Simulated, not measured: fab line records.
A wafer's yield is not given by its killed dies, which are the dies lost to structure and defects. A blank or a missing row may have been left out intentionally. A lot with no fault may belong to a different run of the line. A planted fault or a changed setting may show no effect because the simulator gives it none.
Matching of chambers || flow n5-finfet || ald-metal-01 running N5_BEOL_M8_ALD_77: 4 sister chambers
The step deposits TaN, target thk 2 nm, pulse time 2 s, purge time 3 s. 4 wafers are shown with their chamber, then 7 later ones without.

== WAFERS PAIRED WITH THEIR CHAMBERS ==
{"wafer": "L089.1", "chamber": 1, "heater-power-w (W)": 392}
{"wafer": "L089.4", "chamber": 3, "heater-power-w (W)": 402}
{"wafer": "L092.2", "chamber": 0, "heater-power-w (W)": 458}
{"wafer": "L092.4", "chamber": 2, "heater-power-w (W)": 401}

== WAFERS WHOSE CHAMBER IS MISSING ==
{"wafer": "L092.5", "heater-power-w (W)": 408}
{"wafer": "L093.2", "heater-power-w (W)": 399}
{"wafer": "L093.4", "heater-power-w (W)": 413}
{"wafer": "L093.6", "heater-power-w (W)": 407}
{"wafer": "L097.1", "heater-power-w (W)": 368}
{"wafer": "L097.3", "heater-power-w (W)": 362}
{"wafer": "L097.6", "heater-power-w (W)": 383}

== EACH ONE'S CHAMBER ==
{"wafer": "L092.5", "from the rows above": "can't be placed: 3 or 2 or 1", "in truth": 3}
{"wafer": "L093.2", "from the rows above": "can't be placed: 2 or 3 or 1", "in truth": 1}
{"wafer": "L093.4", "from the rows above": "can't be placed: 3 or 2 or 1", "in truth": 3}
{"wafer": "L093.6", "from the rows above": "can't be placed: 3 or 2 or 1", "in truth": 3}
{"wafer": "L097.1", "from the rows above": "can't be placed: 1 or 2 or 3", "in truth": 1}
{"wafer": "L097.3", "from the rows above": "can't be placed: 1 or 2 or 3", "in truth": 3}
{"wafer": "L097.6", "from the rows above": "can't be placed: 1 or 2 or 3", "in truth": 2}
Correctly placed: 0 of 7. Can't be placed from these rows: 7 (the true chamber is among the candidates in 7). 0 placed wrongly.
How it was worked out, from the rows above alone: a wafer's distance from a chamber is the root of the sum, over the readings, of the square of ((its reading less the chamber's mean) divided by the reading's scatter). The wafer belongs to the nearest chamber; if the next one is less than 2 further off, it can't be placed. The mean given for a chamber averages the wafers shown for that chamber. The scatter: with one shown wafer a chamber, the root of the mean of the squares of how far each hidden wafer lies from its nearest shown one.
